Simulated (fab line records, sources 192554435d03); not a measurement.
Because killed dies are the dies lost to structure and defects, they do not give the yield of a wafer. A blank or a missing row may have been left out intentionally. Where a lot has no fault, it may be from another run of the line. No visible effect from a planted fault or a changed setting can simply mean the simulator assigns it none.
fab line records || flow n5-finfet || part 2 of 2: steps 23 to 32 of 32
[record] {"lots": 5, "wafers": 15, "last-day": 18}
route steps=1938 shown BEOL_M12@1653 BEOL_M13@1659
lots untouched by any fault: they come from a run of this same line in which no faults occurred
start-h: hours from the record's first day to the start of the lot's first wafer shown || wait-h: hours elapsed since this lot's preceding step || " same as the row above || L1.1+2: a single row standing in for several wafers || - no value, or no start given || * or withheld: withheld || < > ~ a bound
route shown NAME@n: names a module that has steps shown in the file, with the first one's number in the route || usual: mean/standard deviation taken from wafers without a fault || same: alike in all rows || chamber/n: place in a boat || sites: the reading at each site || _std_site: how widely they spread, as a standard deviation || _edge_site: outer sites' mean less inner sites' || radius-mm: how far each site lies from the wafer's centre || mask NAME#n: copy n || behind: the most recent tool/chamber to have shaped the wafer || hold: reason for holding the lot/hours on hold/outcome of the hold || device: which transistor (n, p or np) failed to switch || end of line: tests run on the same wafers once the route is complete || step lacking rows: just its recipe || killed: at the first sort, the dies lost to defects and structure; wafer yield is something else || map: per-die view of a wafer (x killed, . not killed, _ where there is no die)
set.NAME: the run value of the setting; set.NAME@STEP: its run value at that earlier step || model.NAME: the simulator's own value behind a step, which no gauge read
lots at some steps of the route; a table a step, a row a wafer
services: from which hour (start-h, from the record's first day; less than 0 if before it) a tool's chamber was out of use, for how many hours, and why
[[steps]]
[step N5_BEOL_M13_STRIP_63]
[recipe] {"chemistry": "N2/H2", "power-w": 1000, "temp-c": 250, "h2-frac": 0.65, "overash-fraction": 0.3, "pressure-mtorr": 1000, "n2-flow-sccm": 1750, "h2-flow-sccm": 3250}
[usual] {"drypump-motor-current-A": "5.81/0.25", "h2-flow-sccm": "3250/10", "heater-power-w": "335/13", "oes-product-au": "0.674/0.0046", "strip-time-to-endpoint-s": "27.8/1.1"}
{"lot.wafer": "L082.1", "tool": "plasma-asher-01", "chamber": 0, "start-h": 282.94, "wait-h": "-", "drypump-motor-current-A": 6.04, "h2-flow-sccm": 3273, "heater-power-w": 329, "oes-product-au": 0.676, "rf-hours-counter-h": 125, "strip-time-to-endpoint-s": 29.0}
{"lot.wafer": "L082.4", "tool": "plasma-asher-01", "chamber": 1, "start-h": 282.94, "wait-h": "-", "drypump-motor-current-A": 5.81, "h2-flow-sccm": 3261, "heater-power-w": 338, "oes-product-au": 0.670, "rf-hours-counter-h": "-", "strip-time-to-endpoint-s": 27.2}
{"lot.wafer": "L082.5", "tool": "plasma-asher-01", "chamber": 0, "start-h": 282.94, "wait-h": "-", "drypump-motor-current-A": 6.02, "h2-flow-sccm": 3257, "heater-power-w": 335, "oes-product-au": 0.669, "rf-hours-counter-h": "-", "strip-time-to-endpoint-s": 26.9}
{"lot.wafer": "L084.2", "tool": "plasma-asher-01", "chamber": 1, "start-h": 309.20, "wait-h": "-", "drypump-motor-current-A": 5.84, "h2-flow-sccm": 3254, "heater-power-w": 346, "oes-product-au": 0.675, "rf-hours-counter-h": 130, "strip-time-to-endpoint-s": 28.4}
{"lot.wafer": "L084.5", "tool": "plasma-asher-01", "chamber": 1, "start-h": 309.20, "wait-h": "-", "drypump-motor-current-A": 5.85, "h2-flow-sccm": 3251, "heater-power-w": 348, "oes-product-au": 0.673, "rf-hours-counter-h": "-", "strip-time-to-endpoint-s": 27.2}
{"lot.wafer": "L084.6", "tool": "plasma-asher-01", "chamber": 0, "start-h": 309.20, "wait-h": "-", "drypump-motor-current-A": 6.02, "h2-flow-sccm": 3237, "heater-power-w": 333, "oes-product-au": 0.668, "rf-hours-counter-h": "-", "strip-time-to-endpoint-s": 26.9}
{"lot.wafer": "L085.2", "tool": "plasma-asher-02", "chamber": 0, "start-h": 317.62, "wait-h": "-", "drypump-motor-current-A": 5.38, "h2-flow-sccm": 3250, "heater-power-w": 305, "oes-product-au": 0.666, "rf-hours-counter-h": 88, "strip-time-to-endpoint-s": 27.0}
{"lot.wafer": "L085.3", "tool": "plasma-asher-02", "chamber": 1, "start-h": 317.62, "wait-h": "-", "drypump-motor-current-A": 5.98, "h2-flow-sccm": 3252, "heater-power-w": 355, "oes-product-au": 0.667, "rf-hours-counter-h": "-", "strip-time-to-endpoint-s": 26.6}
{"lot.wafer": "L085.5", "tool": "plasma-asher-02", "chamber": 1, "start-h": 317.62, "wait-h": "-", "drypump-motor-current-A": 5.99, "h2-flow-sccm": 3257, "heater-power-w": 340, "oes-product-au": 0.669, "rf-hours-counter-h": "-", "strip-time-to-endpoint-s": 25.8}
{"lot.wafer": "L096.2", "tool": "plasma-asher-01", "chamber": 0, "start-h": 387.74, "wait-h": "-", "drypump-motor-current-A": 6.00, "h2-flow-sccm": 3256, "heater-power-w": 343, "oes-product-au": 0.680, "rf-hours-counter-h": 144, "strip-time-to-endpoint-s": 28.9}
{"lot.wafer": "L096.4", "tool": "plasma-asher-01", "chamber": 1, "start-h": 387.74, "wait-h": "-", "drypump-motor-current-A": 5.81, "h2-flow-sccm": 3249, "heater-power-w": 347, "oes-product-au": 0.669, "rf-hours-counter-h": "-", "strip-time-to-endpoint-s": 27.9}
{"lot.wafer": "L096.6", "tool": "plasma-asher-01", "chamber": 0, "start-h": 387.74, "wait-h": "-", "drypump-motor-current-A": 6.01, "h2-flow-sccm": 3238, "heater-power-w": 334, "oes-product-au": 0.676, "rf-hours-counter-h": "-", "strip-time-to-endpoint-s": 27.0}
{"lot.wafer": "L097.2", "tool": "plasma-asher-01", "chamber": 0, "start-h": 391.24, "wait-h": "-", "drypump-motor-current-A": 6.01, "h2-flow-sccm": 3278, "heater-power-w": 326, "oes-product-au": 0.669, "rf-hours-counter-h": 145, "strip-time-to-endpoint-s": 28.3}
{"lot.wafer": "L097.4", "tool": "plasma-asher-01", "chamber": 0, "start-h": 391.24, "wait-h": "-", "drypump-motor-current-A": 6.02, "h2-flow-sccm": 3251, "heater-power-w": 339, "oes-product-au": 0.673, "rf-hours-counter-h": "-", "strip-time-to-endpoint-s": 27.3}
{"lot.wafer": "L097.6", "tool": "plasma-asher-01", "chamber": 1, "start-h": 391.24, "wait-h": "-", "drypump-motor-current-A": 5.83, "h2-flow-sccm": 3265, "heater-power-w": 329, "oes-product-au": 0.676, "rf-hours-counter-h": "-", "strip-time-to-endpoint-s": 26.2}
[step N5_BEOL_M13_STRIP_64]
[recipe] {"chemistry": "N2/H2", "power-w": 1000, "temp-c": 250, "h2-frac": 0.65, "overash-fraction": 0.3, "pressure-mtorr": "withheld", "n2-flow-sccm": 1750, "h2-flow-sccm": 3250}
[usual] {"drypump-motor-current-A": "5.80/0.25", "h2-flow-sccm": "3252/9.3", "heater-power-w": "335/13", "oes-product-au": "0.715/0.0049", "strip-time-to-endpoint-s": "31.30/0.081"}
{"lot.wafer": "L082.1", "tool": "plasma-asher-01", "chamber": 0, "start-h": 283.00, "wait-h": 0.0, "drypump-motor-current-A": 6.02, "h2-flow-sccm": 3256, "heater-power-w": 328, "oes-product-au": 0.712, "rf-hours-counter-h": 125, "strip-time-to-endpoint-s": 31.36}
{"lot.wafer": "L082.4", "tool": "plasma-asher-01", "chamber": 1, "start-h": 283.00, "wait-h": 0.0, "drypump-motor-current-A": 5.80, "h2-flow-sccm": 3261, "heater-power-w": 351, "oes-product-au": 0.710, "rf-hours-counter-h": "-", "strip-time-to-endpoint-s": 31.41}
{"lot.wafer": "L082.5", "tool": "plasma-asher-01", "chamber": 0, "start-h": 283.00, "wait-h": 0.0, "drypump-motor-current-A": 6.01, "h2-flow-sccm": 3255, "heater-power-w": 329, "oes-product-au": 0.708, "rf-hours-counter-h": "-", "strip-time-to-endpoint-s": 31.44}
{"lot.wafer": "L084.2", "tool": "plasma-asher-01", "chamber": 1, "start-h": 309.26, "wait-h": 0.0, "drypump-motor-current-A": 5.83, "h2-flow-sccm": 3257, "heater-power-w": 342, "oes-product-au": 0.707, "rf-hours-counter-h": 130, "strip-time-to-endpoint-s": 31.24}
{"lot.wafer": "L084.5", "tool": "plasma-asher-01", "chamber": 1, "start-h": 309.26, "wait-h": 0.0, "drypump-motor-current-A": 5.83, "h2-flow-sccm": 3254, "heater-power-w": 347, "oes-product-au": 0.716, "rf-hours-counter-h": "-", "strip-time-to-endpoint-s": 31.24}
{"lot.wafer": "L084.6", "tool": "plasma-asher-01", "chamber": 0, "start-h": 309.26, "wait-h": 0.0, "drypump-motor-current-A": 6.01, "h2-flow-sccm": 3260, "heater-power-w": 331, "oes-product-au": 0.711, "rf-hours-counter-h": "-", "strip-time-to-endpoint-s": 31.21}
{"lot.wafer": "L085.2", "tool": "plasma-asher-02", "chamber": 0, "start-h": 317.68, "wait-h": 0.0, "drypump-motor-current-A": 5.36, "h2-flow-sccm": 3250, "heater-power-w": 323, "oes-product-au": 0.718, "rf-hours-counter-h": 88, "strip-time-to-endpoint-s": 31.19}
{"lot.wafer": "L085.3", "tool": "plasma-asher-02", "chamber": 1, "start-h": 317.68, "wait-h": 0.0, "drypump-motor-current-A": 5.99, "h2-flow-sccm": 3241, "heater-power-w": 345, "oes-product-au": 0.728, "rf-hours-counter-h": "-", "strip-time-to-endpoint-s": 31.15}
{"lot.wafer": "L085.5", "tool": "plasma-asher-02", "chamber": 1, "start-h": 317.68, "wait-h": 0.0, "drypump-motor-current-A": 5.97, "h2-flow-sccm": 3239, "heater-power-w": 342, "oes-product-au": 0.722, "rf-hours-counter-h": "-", "strip-time-to-endpoint-s": 31.19}
{"lot.wafer": "L096.2", "tool": "plasma-asher-01", "chamber": 0, "start-h": 387.80, "wait-h": 0.0, "drypump-motor-current-A": 6.02, "h2-flow-sccm": 3259, "heater-power-w": 333, "oes-product-au": 0.714, "rf-hours-counter-h": 144, "strip-time-to-endpoint-s": 31.26}
{"lot.wafer": "L096.4", "tool": "plasma-asher-01", "chamber": 1, "start-h": 387.80, "wait-h": 0.0, "drypump-motor-current-A": 5.82, "h2-flow-sccm": 3243, "heater-power-w": 350, "oes-product-au": 0.712, "rf-hours-counter-h": "-", "strip-time-to-endpoint-s": 31.26}
{"lot.wafer": "L096.6", "tool": "plasma-asher-01", "chamber": 0, "start-h": 387.80, "wait-h": 0.0, "drypump-motor-current-A": 6.03, "h2-flow-sccm": 3274, "heater-power-w": 337, "oes-product-au": 0.708, "rf-hours-counter-h": "-", "strip-time-to-endpoint-s": 31.22}
{"lot.wafer": "L097.2", "tool": "plasma-asher-01", "chamber": 0, "start-h": 391.30, "wait-h": 0.0, "drypump-motor-current-A": 6.03, "h2-flow-sccm": 3249, "heater-power-w": 329, "oes-product-au": 0.715, "rf-hours-counter-h": 145, "strip-time-to-endpoint-s": 31.26}
{"lot.wafer": "L097.4", "tool": "plasma-asher-01", "chamber": 0, "start-h": 391.30, "wait-h": 0.0, "drypump-motor-current-A": 6.04, "h2-flow-sccm": 3244, "heater-power-w": 341, "oes-product-au": 0.721, "rf-hours-counter-h": "-", "strip-time-to-endpoint-s": 31.24}
{"lot.wafer": "L097.6", "tool": "plasma-asher-01", "chamber": 1, "start-h": 391.30, "wait-h": 0.0, "drypump-motor-current-A": 5.82, "h2-flow-sccm": 3238, "heater-power-w": 341, "oes-product-au": 0.714, "rf-hours-counter-h": "-", "strip-time-to-endpoint-s": 31.26}
[step N5_BEOL_M13_STRIP_71]
[recipe] {"chemistry": "post-etch-residue-remover", "time-s": 60, "temp-c": 25, "remover-ph": "withheld", "remover-water-wt-pct": "withheld", "remover-fluoride-wt-pct": "withheld"}
{"lot.wafer": "L082.1+4+5", "tool": "wet-bench-05", "chamber": "2,6,3", "start-h": 283.09, "wait-h": 0.1}
{"lot.wafer": "L084.2+5+6", "tool": "wet-bench-01", "chamber": "0,2,3", "start-h": 309.34, "wait-h": 0.1}
{"lot.wafer": "L085.2+3+5", "tool": "wet-bench-01", "chamber": "4,6,3", "start-h": 317.76, "wait-h": 0.1}
{"lot.wafer": "L096.2+4+6", "tool": "wet-bench-01", "chamber": "6,3,5", "start-h": 387.89, "wait-h": 0.1}
{"lot.wafer": "L097.2+4+6", "tool": "wet-bench-02", "chamber": "2,3,7", "start-h": 391.39, "wait-h": 0.1}
[step N5_BEOL_M13_SRD_72]
[recipe] {"time-s": 30, "temp-c": 23, "rinse-liquid": "diw", "dry": "n2-spin", "spin-rpm": 1500, "dry-time-s": 30}
{"lot.wafer": "L082.1+4+5", "tool": "wet-bench-05", "chamber": "2,6,3", "start-h": 283.11, "wait-h": 0.0}
{"lot.wafer": "L084.2+5+6", "tool": "wet-bench-01", "chamber": "0,2,3", "start-h": 309.36, "wait-h": 0.0}
{"lot.wafer": "L085.2+3+5", "tool": "wet-bench-01", "chamber": "4,6,3", "start-h": 317.78, "wait-h": 0.0}
{"lot.wafer": "L096.2+4+6", "tool": "wet-bench-01", "chamber": "6,3,5", "start-h": 387.91, "wait-h": 0.0}
{"lot.wafer": "L097.2+4+6", "tool": "wet-bench-02", "chamber": "2,3,7", "start-h": 391.41, "wait-h": 0.0}
[step N5_BEOL_M13_CD_MEAS_17]
[recipe] {"target-cd-nm": 190, "polarity": "opening"}
[usual] {"cd-nm": "190.3/2.1"}
{"lot.wafer": "L082.1", "tool": "cd-sem-01", "chamber": "-", "start-h": 283.16, "wait-h": 0.0, "cd-nm": 188.2}
{"lot.wafer": "L082.4", "tool": "cd-sem-01", "chamber": "-", "start-h": 283.16, "wait-h": 0.0, "cd-nm": 189.8}
{"lot.wafer": "L082.5", "tool": "cd-sem-01", "chamber": "-", "start-h": 283.16, "wait-h": 0.0, "cd-nm": 187.3}
{"lot.wafer": "L084.2", "tool": "cd-sem-01", "chamber": "-", "start-h": 309.41, "wait-h": 0.0, "cd-nm": 186.9}
{"lot.wafer": "L084.5", "tool": "cd-sem-01", "chamber": "-", "start-h": 309.41, "wait-h": 0.0, "cd-nm": 189.3}
{"lot.wafer": "L084.6", "tool": "cd-sem-01", "chamber": "-", "start-h": 309.41, "wait-h": 0.0, "cd-nm": 186.5}
{"lot.wafer": "L085.2", "tool": "cd-sem-01", "chamber": "-", "start-h": 317.83, "wait-h": 0.0, "cd-nm": 186.0}
{"lot.wafer": "L085.3", "tool": "cd-sem-01", "chamber": "-", "start-h": 317.83, "wait-h": 0.0, "cd-nm": 185.1}
{"lot.wafer": "L085.5", "tool": "cd-sem-01", "chamber": "-", "start-h": 317.83, "wait-h": 0.0, "cd-nm": 187.1}
{"lot.wafer": "L096.2", "tool": "cd-sem-01", "chamber": "-", "start-h": 387.95, "wait-h": 0.0, "cd-nm": 189.9}
{"lot.wafer": "L096.4", "tool": "cd-sem-01", "chamber": "-", "start-h": 387.95, "wait-h": 0.0, "cd-nm": 190.2}
{"lot.wafer": "L096.6", "tool": "cd-sem-01", "chamber": "-", "start-h": 387.95, "wait-h": 0.0, "cd-nm": 191.5}
{"lot.wafer": "L097.2", "tool": "cd-sem-02", "chamber": "-", "start-h": 391.45, "wait-h": 0.0, "cd-nm": 191.7}
{"lot.wafer": "L097.4", "tool": "cd-sem-02", "chamber": "-", "start-h": 391.45, "wait-h": 0.0, "cd-nm": 190.8}
{"lot.wafer": "L097.6", "tool": "cd-sem-02", "chamber": "-", "start-h": 391.45, "wait-h": 0.0, "cd-nm": 191.1}
[step N5_BEOL_M13_COAT_65]
[recipe] {"resist": "SOC", "temp-c": 250, "time-s": 60, "spin-rpm": 1500, "resist-thk-nm": 350}
[usual] {"heater-power-total-W": "500.4/1.8"}
{"lot.wafer": "L082.1", "tool": "litho-track-04", "chamber": 0, "start-h": 283.20, "wait-h": 0.0, "heater-power-total-W": 502.6}
{"lot.wafer": "L082.4", "tool": "litho-track-04", "chamber": 0, "start-h": 283.20, "wait-h": 0.0, "heater-power-total-W": 499.2}
{"lot.wafer": "L082.5", "tool": "litho-track-04", "chamber": 0, "start-h": 283.20, "wait-h": 0.0, "heater-power-total-W": 499.1}
{"lot.wafer": "L084.2", "tool": "litho-track-03", "chamber": 0, "start-h": 309.44, "wait-h": 0.0, "heater-power-total-W": 502.3}
{"lot.wafer": "L084.5", "tool": "litho-track-03", "chamber": 0, "start-h": 309.44, "wait-h": 0.0, "heater-power-total-W": 502.8}
{"lot.wafer": "L084.6", "tool": "litho-track-03", "chamber": 0, "start-h": 309.44, "wait-h": 0.0, "heater-power-total-W": 497.4}
{"lot.wafer": "L085.2", "tool": "litho-track-04", "chamber": 0, "start-h": 317.86, "wait-h": 0.0, "heater-power-total-W": 501.6}
{"lot.wafer": "L085.3", "tool": "litho-track-04", "chamber": 0, "start-h": 317.86, "wait-h": 0.0, "heater-power-total-W": 498.6}
{"lot.wafer": "L085.5", "tool": "litho-track-04", "chamber": 0, "start-h": 317.86, "wait-h": 0.0, "heater-power-total-W": 497.6}
{"lot.wafer": "L096.2", "tool": "litho-track-04", "chamber": 0, "start-h": 387.99, "wait-h": 0.0, "heater-power-total-W": 502.6}
{"lot.wafer": "L096.4", "tool": "litho-track-04", "chamber": 0, "start-h": 387.99, "wait-h": 0.0, "heater-power-total-W": 500.3}
{"lot.wafer": "L096.6", "tool": "litho-track-04", "chamber": 0, "start-h": 387.99, "wait-h": 0.0, "heater-power-total-W": 501.0}
{"lot.wafer": "L097.2", "tool": "litho-track-04", "chamber": 0, "start-h": 391.48, "wait-h": 0.0, "heater-power-total-W": 501.4}
{"lot.wafer": "L097.4", "tool": "litho-track-04", "chamber": 0, "start-h": 391.48, "wait-h": 0.0, "heater-power-total-W": 498.9}
{"lot.wafer": "L097.6", "tool": "litho-track-04", "chamber": 0, "start-h": 391.48, "wait-h": 0.0, "heater-power-total-W": 502.8}
[step N5_BEOL_M13_COAT_66]
[recipe] {"resist": "SiARC", "temp-c": 220, "time-s": 60, "spin-rpm": 1500, "resist-thk-nm": 110}
[usual] {"heater-power-total-W": "427.7/2.2"}
{"lot.wafer": "L082.1", "tool": "litho-track-04", "chamber": 0, "start-h": "-", "wait-h": "-", "heater-power-total-W": 430.3}
{"lot.wafer": "L082.4", "tool": "litho-track-04", "chamber": 0, "start-h": "-", "wait-h": "-", "heater-power-total-W": 426.8}
{"lot.wafer": "L082.5", "tool": "litho-track-04", "chamber": 0, "start-h": "-", "wait-h": "-", "heater-power-total-W": 427.4}
{"lot.wafer": "L084.2", "tool": "litho-track-03", "chamber": 0, "start-h": "-", "wait-h": "-", "heater-power-total-W": 430.2}
{"lot.wafer": "L084.5", "tool": "litho-track-03", "chamber": 0, "start-h": "-", "wait-h": "-", "heater-power-total-W": 429.5}
{"lot.wafer": "L084.6", "tool": "litho-track-03", "chamber": 0, "start-h": "-", "wait-h": "-", "heater-power-total-W": 426.5}
{"lot.wafer": "L085.2", "tool": "litho-track-04", "chamber": 0, "start-h": "-", "wait-h": "-", "heater-power-total-W": 430.9}
{"lot.wafer": "L085.3", "tool": "litho-track-04", "chamber": 0, "start-h": "-", "wait-h": "-", "heater-power-total-W": 429.1}
{"lot.wafer": "L085.5", "tool": "litho-track-04", "chamber": 0, "start-h": "-", "wait-h": "-", "heater-power-total-W": 426.2}
{"lot.wafer": "L096.2", "tool": "litho-track-04", "chamber": 0, "start-h": "-", "wait-h": "-", "heater-power-total-W": 430.0}
{"lot.wafer": "L096.4", "tool": "litho-track-04", "chamber": 0, "start-h": "-", "wait-h": "-", "heater-power-total-W": 428.0}
{"lot.wafer": "L096.6", "tool": "litho-track-04", "chamber": 0, "start-h": "-", "wait-h": "-", "heater-power-total-W": 429.9}
{"lot.wafer": "L097.2", "tool": "litho-track-04", "chamber": 0, "start-h": "-", "wait-h": "-", "heater-power-total-W": 429.2}
{"lot.wafer": "L097.4", "tool": "litho-track-04", "chamber": 0, "start-h": "-", "wait-h": "-", "heater-power-total-W": 425.1}
{"lot.wafer": "L097.6", "tool": "litho-track-04", "chamber": 0, "start-h": "-", "wait-h": "-", "heater-power-total-W": 425.1}
[step N5_BEOL_M13_COAT_22]
[recipe] {"spin-rpm": 2888, "resist-thk-nm": 300}
{"lot.wafer": "L082.1+4+5", "tool": "litho-track-04", "chamber": 0, "start-h": "-", "wait-h": "-"}
{"lot.wafer": "L084.2+5+6", "tool": "litho-track-03", "chamber": 0, "start-h": "-", "wait-h": "-"}
{"lot.wafer": "L085.2+3+5", "tool": "litho-track-04", "chamber": 0, "start-h": "-", "wait-h": "-"}
{"lot.wafer": "L096.2+4+6", "tool": "litho-track-04", "chamber": 0, "start-h": "-", "wait-h": "-"}
{"lot.wafer": "L097.2+4+6", "tool": "litho-track-04", "chamber": 0, "start-h": "-", "wait-h": "-"}
[step N5_BEOL_M13_EBR_24]
[recipe] {"solvent": "PGMEA", "ebr-width-mm": 1.5}
[same] {"ebr-width-mm": 1.5}
{"lot.wafer": "L082.1+4+5", "tool": "litho-track-04", "chamber": 0, "start-h": "-", "wait-h": "-"}
{"lot.wafer": "L084.2+5+6", "tool": "litho-track-03", "chamber": 0, "start-h": "-", "wait-h": "-"}
{"lot.wafer": "L085.2+3+5", "tool": "litho-track-04", "chamber": 0, "start-h": "-", "wait-h": "-"}
{"lot.wafer": "L096.2+4+6", "tool": "litho-track-04", "chamber": 0, "start-h": "-", "wait-h": "-"}
{"lot.wafer": "L097.2+4+6", "tool": "litho-track-04", "chamber": 0, "start-h": "-", "wait-h": "-"}
[step N5_BEOL_M13_SOFTBAKE_23]
[recipe] {"temp-c": 130, "time-s": 60}
[usual] {"heater-power-total-W": "218.7/1.5"}
{"lot.wafer": "L082.1", "tool": "litho-track-04", "chamber": 0, "start-h": "-", "wait-h": "-", "heater-power-total-W": 219.0}
{"lot.wafer": "L082.4", "tool": "litho-track-04", "chamber": 0, "start-h": "-", "wait-h": "-", "heater-power-total-W": 217.0}
{"lot.wafer": "L082.5", "tool": "litho-track-04", "chamber": 0, "start-h": "-", "wait-h": "-", "heater-power-total-W": 221.0}
{"lot.wafer": "L084.2", "tool": "litho-track-03", "chamber": 0, "start-h": "-", "wait-h": "-", "heater-power-total-W": 218.3}
{"lot.wafer": "L084.5", "tool": "litho-track-03", "chamber": 0, "start-h": "-", "wait-h": "-", "heater-power-total-W": 217.1}
{"lot.wafer": "L084.6", "tool": "litho-track-03", "chamber": 0, "start-h": "-", "wait-h": "-", "heater-power-total-W": 217.8}
{"lot.wafer": "L085.2", "tool": "litho-track-04", "chamber": 0, "start-h": "-", "wait-h": "-", "heater-power-total-W": 219.4}
{"lot.wafer": "L085.3", "tool": "litho-track-04", "chamber": 0, "start-h": "-", "wait-h": "-", "heater-power-total-W": 216.7}
{"lot.wafer": "L085.5", "tool": "litho-track-04", "chamber": 0, "start-h": "-", "wait-h": "-", "heater-power-total-W": 219.4}
{"lot.wafer": "L096.2", "tool": "litho-track-04", "chamber": 0, "start-h": "-", "wait-h": "-", "heater-power-total-W": 217.2}
{"lot.wafer": "L096.4", "tool": "litho-track-04", "chamber": 0, "start-h": "-", "wait-h": "-", "heater-power-total-W": 219.4}
{"lot.wafer": "L096.6", "tool": "litho-track-04", "chamber": 0, "start-h": "-", "wait-h": "-", "heater-power-total-W": 217.7}
{"lot.wafer": "L097.2", "tool": "litho-track-04", "chamber": 0, "start-h": "-", "wait-h": "-", "heater-power-total-W": 220.1}
{"lot.wafer": "L097.4", "tool": "litho-track-04", "chamber": 0, "start-h": "-", "wait-h": "-", "heater-power-total-W": 218.3}
{"lot.wafer": "L097.6", "tool": "litho-track-04", "chamber": 0, "start-h": "-", "wait-h": "-", "heater-power-total-W": 216.9}
[[services]]
{"tool": "pecvd-01", "chamber": "-", "start-h": 262.81, "hours": 2.8, "kind": "pm"}
{"tool": "krf-scanner-02", "chamber": "-", "start-h": 263.90, "hours": 0.3, "kind": "repair"}
{"tool": "rie-diel-06", "chamber": 0, "start-h": 271.64, "hours": 2.8, "kind": "repair"}
{"tool": "plasma-asher-02", "chamber": "-", "start-h": 286.02, "hours": 2.0, "kind": "repair"}
{"tool": "krf-scanner-01", "chamber": "-", "start-h": 289.42, "hours": 0.8, "kind": "pm"}
{"tool": "rie-diel-05", "chamber": 2, "start-h": 296.80, "hours": 2.9, "kind": "repair"}
{"tool": "pecvd-04", "chamber": 1, "start-h": 297.75, "hours": 48.4, "kind": "repair"}
{"tool": "plasma-asher-01", "chamber": "-", "start-h": 299.21, "hours": 4.3, "kind": "pm"}
{"tool": "cmp-02", "chamber": "-", "start-h": 305.22, "hours": 4.0, "kind": "pm"}
{"tool": "krf-scanner-01", "chamber": "-", "start-h": 307.48, "hours": 0.3, "kind": "repair"}
{"tool": "rie-diel-06", "chamber": 3, "start-h": 316.56, "hours": 4.0, "kind": "repair"}
{"tool": "cmp-02", "chamber": "-", "start-h": 320.54, "hours": 8.6, "kind": "pm"}
{"tool": "pecvd-03", "chamber": 1, "start-h": 321.47, "hours": 16.8, "kind": "repair"}
{"tool": "rie-diel-06", "chamber": "-", "start-h": 325.45, "hours": 14.6, "kind": "pm"}
{"tool": "cmp-02", "chamber": "-", "start-h": 330.81, "hours": 6.3, "kind": "pm"}
{"tool": "pecvd-04", "chamber": 2, "start-h": 333.04, "hours": 2.6, "kind": "repair"}
{"tool": "rie-diel-01", "chamber": "-", "start-h": 336.07, "hours": 0.2, "kind": "repair"}
{"tool": "krf-scanner-01", "chamber": "-", "start-h": 336.94, "hours": 3.6, "kind": "pm"}
{"tool": "rie-diel-01", "chamber": 0, "start-h": 347.03, "hours": 9.4, "kind": "repair"}
{"tool": "cmp-04", "chamber": "-", "start-h": 348.73, "hours": 0.5, "kind": "repair"}
{"tool": "rie-diel-05", "chamber": 1, "start-h": 366.67, "hours": 2.3, "kind": "repair"}
{"tool": "plasma-asher-01", "chamber": "-", "start-h": 376.95, "hours": 4.6, "kind": "repair"}
{"tool": "cmp-02", "chamber": "-", "start-h": 381.70, "hours": 1.6, "kind": "repair"}
{"tool": "cmp-04", "chamber": "-", "start-h": 390.38, "hours": 11.8, "kind": "repair"}
